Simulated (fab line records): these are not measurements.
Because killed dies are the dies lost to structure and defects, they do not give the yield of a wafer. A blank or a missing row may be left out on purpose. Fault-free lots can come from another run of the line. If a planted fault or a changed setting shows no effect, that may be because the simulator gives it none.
Matching of chambers | flow nandHarc | NHARC_A_CHANNEL_FILL_D2_CMP_10 on cmp-04 has 4 sister chambers
The step polishes, target thk 150 nm. 4 wafers are shown with their chamber, then 8 later ones without.

## WAFERS WITH THEIR CHAMBER
wafer  | chamber | motorCurrentA (A)
L094.1 | 1       | 13.1
L094.3 | 3       | 12.5
L094.4 | 0       | 10.9
L094.2 | 2       | 12.6

## WAFERS WHOSE CHAMBER IS MISSING
wafer  | motorCurrentA (A)
L094.5 | 12.7
L094.6 | 12.5
L096.4 | 12.8
L096.5 | 10.8
L096.6 | 13.1
L097.1 | 13.3
L097.2 | 10.9
L097.4 | 12.4

## CHAMBER TAKEN BY EACH
wafer  | from the rows above          | in truth
L094.5 | can't be placed: 2 or 3      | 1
L094.6 | can't be placed: 3 or 2      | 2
L096.4 | can't be placed: 2 or 1 or 3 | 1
L096.5 | 0                            | 0
L096.6 | 1                            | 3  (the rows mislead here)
L097.1 | 1                            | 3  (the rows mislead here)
L097.2 | 0                            | 0
L097.4 | can't be placed: 3 or 2      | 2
2 of 8 placed correctly. Not placeable from these rows: 4 (in 3, the candidates include the true chamber). 2 placed wrongly.
How it was worked out, from the rows above alone: a wafer's distance from a chamber is the root of the sum, over the readings, of the square of ((its reading less the chamber's mean) divided by the reading's scatter). The wafer belongs to the nearest chamber; if the next one is less than 2 further off, it can't be placed. A chamber's mean is the mean of its shown wafers. The scatter: root of mean squared gap, hidden wafer to nearest shown wafer, with one shown wafer a chamber.
